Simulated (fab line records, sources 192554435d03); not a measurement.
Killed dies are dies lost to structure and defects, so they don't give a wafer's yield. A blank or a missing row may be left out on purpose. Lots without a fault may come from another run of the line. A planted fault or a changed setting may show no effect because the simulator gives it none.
Which tool did it? | flow n5_finfet | 11 lots, 33 wafers sampled, at 5 steps of a route of 1938

WHAT THE GAUGES READ, wafer by wafer
The record holds no reading of a measuring or inspecting step that can be judged against a usual standard deviation.

WHICH TOOL RAN EACH LOT (tool, then ch and the chambers of the sampled wafers, then the start)
lot  | N5_BEOL_M14_SPUTTER_44       | N5_PASSIVATION_VIA_ETCH_13         | N5_PASSIVATION_PRE_CLEAN_19  | N5_PASSIVATION_ETCH_59            | N5_PASSIVATION_PROBE_49
L735 | pvd_sputter-01, day 11 10:22 | rie_diel-05 ch 1,2, day 12 02:23   | pvd_sputter-01, day 12 03:18 | rie_metal-03 ch 0,1, day 12 04:37 | -
L736 | pvd_sputter-03, day 12 03:26 | rie_diel-04 ch 1,2,3, day 13 02:06 | pvd_sputter-03, day 13 04:53 | rie_metal-01 ch 0,1, day 13 06:06 | -
L739 | pvd_sputter-03, day 12 15:42 | rie_diel-05 ch 1,2,3, day 13 05:21 | pvd_sputter-03, day 13 06:17 | rie_metal-03 ch 0,1, day 13 07:28 | -
L737 | pvd_sputter-02, day 12 16:47 | rie_diel-03 ch 0,1, day 13 21:46   | pvd_sputter-01, day 13 22:17 | rie_metal-03 ch 0,1, day 13 23:28 | -
L740 | pvd_sputter-01, day 13 18:39 | rie_diel-04 ch 0,2, day 14 08:13   | pvd_sputter-02, day 14 09:34 | rie_metal-01 ch 0,1, day 14 10:52 | prober-01, day 14 15:16
L741 | pvd_sputter-02, day 14 00:56 | rie_diel-05 ch 0,2,3, day 14 14:08 | pvd_sputter-03, day 14 14:53 | rie_metal-01 ch 0,1, day 14 16:04 | -
L744 | pvd_sputter-03, day 15 10:36 | rie_diel-03 ch 1,3, day 16 03:38   | pvd_sputter-03, day 16 04:27 | rie_metal-02 ch 0,1, day 16 05:41 | -
L747 | pvd_sputter-03, day 15 11:00 | rie_diel-03 ch 2,3, day 16 04:34   | pvd_sputter-02, day 16 07:35 | rie_metal-02 ch 0,1, day 16 08:47 | prober-02, day 16 13:05
L748 | pvd_sputter-03, day 15 11:22 | rie_diel-05 ch 0,3, day 16 07:38   | pvd_sputter-02, day 16 08:43 | rie_metal-01 ch 0,1, day 16 10:04 | prober-01, day 16 15:09
L752 | pvd_sputter-03, day 16 15:09 | rie_diel-04 ch 0,2,3, day 17 10:08 | pvd_sputter-01, day 17 10:36 | rie_metal-03 ch 0,1, day 17 11:47 | prober-01, day 17 16:05
L754 | pvd_sputter-02, day 16 19:23 | rie_diel-05 ch 1,2,3, day 17 14:08 | pvd_sputter-02, day 17 14:38 | rie_metal-01 ch 0,1, day 17 15:50 | -
- N5_BEOL_M14_SPUTTER_44: material Ta, target thk 15 nm, time 24.19 s.
- N5_PASSIVATION_VIA_ETCH_13: etches SiO2 in CHF3/O2, target depth 660 nm, time 330 s.
- N5_PASSIVATION_PRE_CLEAN_19
- N5_PASSIVATION_ETCH_59: etches TaN in Cl2/BCl3, target depth 65 nm, time 34.9 s.
- N5_PASSIVATION_PROBE_49

WHAT THE TOOLS THEMSELVES READ (means of the sampled wafers that have a number; where no wafer has one, the mark that the record gives instead)
N5_BEOL_M14_SPUTTER_44. Usual: chamber_pressure_pa 0.07001 Pa, standard deviation 0.00014; throttle_valve_pct 29.7 %, standard deviation 1.1.
lot  | tool           | chamber_pressure_pa (Pa) | throttle_valve_pct (%) | flag
L735 | pvd_sputter-01 | 0.07013                  | 29.4                   |
L736 | pvd_sputter-03 | 0.06995                  | 30.3                   |
L739 | pvd_sputter-03 | 0.06994                  | 30.5                   |
L737 | pvd_sputter-02 | 0.07010                  | 29.6                   |
L740 | pvd_sputter-01 | 0.07007                  | 29.7                   |
L741 | pvd_sputter-02 | 0.06993                  | 29.2                   |
L744 | pvd_sputter-03 | 0.07006                  | 31.1                   |
L747 | pvd_sputter-03 | 0.07008                  | 30.4                   |
L748 | pvd_sputter-03 | 0.06997                  | 29.5                   |
L752 | pvd_sputter-03 | 0.06999                  | 30.4                   |
L754 | pvd_sputter-02 | 0.06995                  | 29.4                   |

N5_PASSIVATION_VIA_ETCH_13. Usual: drypump_motor_current_A 5.9 A, standard deviation 0.41; etch_rf_on_time_s 238 s, standard deviation 4.5; oes_product_au 0.69 a.u., standard deviation 0.079; rf_vpp_V 523 V, standard deviation 3.3; showerhead_plenum_p_Torr 2.42 Torr, standard deviation 0.062; throttle_valve_pct 18.92 %, standard deviation 0.18.
lot  | tool        | drypump_motor_current_A (A) | etch_rf_on_time_s (s) | oes_product_au (a.u.) | rf_vpp_V (V) | showerhead_plenum_p_Torr (Torr) | throttle_valve_pct (%) | flag
L735 | rie_diel-05 | 5.7                         | 240                   | 0.65                  | 526          | 2.48                            | 19.08                  |
L736 | rie_diel-04 | 6.3                         | 241                   | 0.64                  | 523          | 2.39                            | 18.95                  |
L739 | rie_diel-05 | 5.7                         | 240                   | 0.66                  | 525          | 2.50                            | 19.03                  |
L737 | rie_diel-03 | 6.2                         | 238                   | 0.68                  | 523          | 2.36                            | 18.87                  |
L740 | rie_diel-04 | 6.1                         | 241                   | 0.66                  | 524          | 2.42                            | 18.80                  |
L741 | rie_diel-05 | 5.6                         | 236                   | 0.68                  | 526          | 2.47                            | 19.09                  |
L744 | rie_diel-03 | 5.7                         | 238                   | 0.83                  | 520          | 2.36                            | 18.73                  |
L747 | rie_diel-03 | 5.5                         | 235                   | 0.72                  | 521          | 2.37                            | 18.76                  |
L748 | rie_diel-05 | 5.4                         | 237                   | 0.68                  | 524          | 2.45                            | 19.13                  |
L752 | rie_diel-04 | 6.1                         | 237                   | 0.73                  | 522          | 2.42                            | 18.73                  |
L754 | rie_diel-05 | 5.7                         | 238                   | 0.73                  | 526          | 2.48                            | 18.94                  |

N5_PASSIVATION_PRE_CLEAN_19. Usual: heater_power_w 470 W, standard deviation 47.
lot  | tool           | heater_power_w (W) | flag
L735 | pvd_sputter-01 | 446                |
L736 | pvd_sputter-03 | 491                |
L739 | pvd_sputter-03 | 488                |
L737 | pvd_sputter-01 | 453                |
L740 | pvd_sputter-02 | 455                |
L741 | pvd_sputter-03 | 477                |
L744 | pvd_sputter-03 | 485                |
L747 | pvd_sputter-02 | 491                |
L748 | pvd_sputter-02 | 486                |
L752 | pvd_sputter-01 | 459                |
L754 | pvd_sputter-02 | 482                |

N5_PASSIVATION_ETCH_59. Usual: drypump_motor_current_A 5.7 A, standard deviation 0.37; he_backside_leak_sccm 3.30 sccm, standard deviation 0.19; oes_product_au 0.78 a.u., standard deviation 0.079; throttle_valve_pct 21.13 %, standard deviation 0.28.
lot  | tool         | drypump_motor_current_A (A) | he_backside_leak_sccm (sccm) | oes_product_au (a.u.) | throttle_valve_pct (%) | flag
L735 | rie_metal-03 | 6.0                         | 3.38                         | 0.81                  | 21.08                  |
L736 | rie_metal-01 | 5.7                         | 3.22                         | 0.73                  | 21.37                  |
L739 | rie_metal-03 | 5.7                         | 3.27                         | 0.83                  | 20.91                  |
L737 | rie_metal-03 | 6.0                         | 3.45                         | 0.79                  | 21.07                  |
L740 | rie_metal-01 | 5.7                         | 3.23                         | 0.73                  | 21.35                  |
L741 | rie_metal-01 | 5.6                         | 3.13                         | 0.73                  | 21.35                  |
L744 | rie_metal-02 | 5.5                         | 3.39                         | 0.82                  | 21.10                  |
L747 | rie_metal-02 | 5.7                         | 3.29                         | 0.76                  | 21.22                  |
L748 | rie_metal-01 | 5.8                         | 3.21                         | 0.69                  | 21.21                  |
L752 | rie_metal-03 | 6.0                         | 3.36                         | 0.76                  | 21.11                  |
L754 | rie_metal-01 | 5.8                         | 3.37                         | 0.69                  | 21.21                  |

N5_PASSIVATION_PROBE_49. Usual: defect_limited_yield 90.9 %, standard deviation 1.3; killed_at_M0_to_M3 35, standard deviation 10; killed_at_M4_up 15, standard deviation 5.7; killed_at_contacts 14, standard deviation 6.4; killed_at_front_end 40, standard deviation 11; killed_at_other 4, standard deviation 3.1; killed_dies 108, standard deviation 16; killed_on_rim 14, standard deviation 3.6; killed_open 71, standard deviation 11; killed_short 34, standard deviation 7.7; sort_bin_5_function 5.4 %, standard deviation 0.9; sort_bin_6_memory 3.4 %, standard deviation 0.61; sort_n_pass 1072, standard deviation 16; sort_yield_pct 90.9 %, standard deviation 1.3.
lot  | tool      | defect_limited_yield (%) | killed_at_M0_to_M3 | killed_at_M4_up | killed_at_contacts | killed_at_front_end | killed_at_other | killed_dies | killed_on_rim | killed_open | killed_short | sort_bin_5_function (%) | sort_bin_6_memory (%) | sort_n_pass | sort_yield_pct (%) | flag
L740 | prober-01 | 90.6                     | 50                 | 14              | 8                  | 39                  | 1               | 111         | 14            | 72          | 37           | 5.7                     | 3.3                   | 1069        | 90.6               |
L747 | prober-02 | 85.7                     | 29                 | 94              | 13                 | 29                  | 3               | 168         | 30            | 62          | 25           | 8.2                     | 3.4                   | 1012        | 85.7               | OFF
L748 | prober-01 | 81.6                     | 33                 | 146             | 13                 | 24                  | 2               | 218         | 15            | 59          | 24           | 10.9                    | 4.0                   | 962         | 81.6               | OFF
L752 | prober-01 | 82.4                     | 35                 | 106             | 17                 | 45                  | 5               | 208         | 34            | 74          | 43           | 10.2                    | 4.2                   | 972         | 82.4               | OFF

THE ANSWER, worked out from the rows above alone
Rule: a lot is off if the mean of its wafers that have a number lies more than 3 standard deviations from the usual mean. A lot without any number at a reading at which 4 lots or more have one is off too. The other lots that the step has rows for count as sound. The gauges are gone through in route order, then the tools' own readings, and for those a lot's mean is taken as printed above. The first step at which some lot is off is used, and at that step the reading that is off furthest; a lot without a number counts as furthest.
Off: L747, L748, L752, at N5_PASSIVATION_PROBE_49 (killed_at_M4_up). Neither off nor sound, because the step has no rows for them: L735, L736, L739, L737, L741, L744, L754.
A tool fits if, at that step or a process step before it, it ran every lot that is off, and no sound lot after the first of them. One fits: pvd_sputter-03 at N5_BEOL_M14_SPUTTER_44. It ran no sound lot before its first lot that is off in this sample, so the start can't be narrowed down.

WHAT THE SIMULATOR HAD PUT IN
Chamber particle source: pvd_sputter-03, from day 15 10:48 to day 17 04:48, at N5_BEOL_M14_SPUTTER_44. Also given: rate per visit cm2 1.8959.
Lots struck among those shown: L747, L748, L752. The rule above found the same.
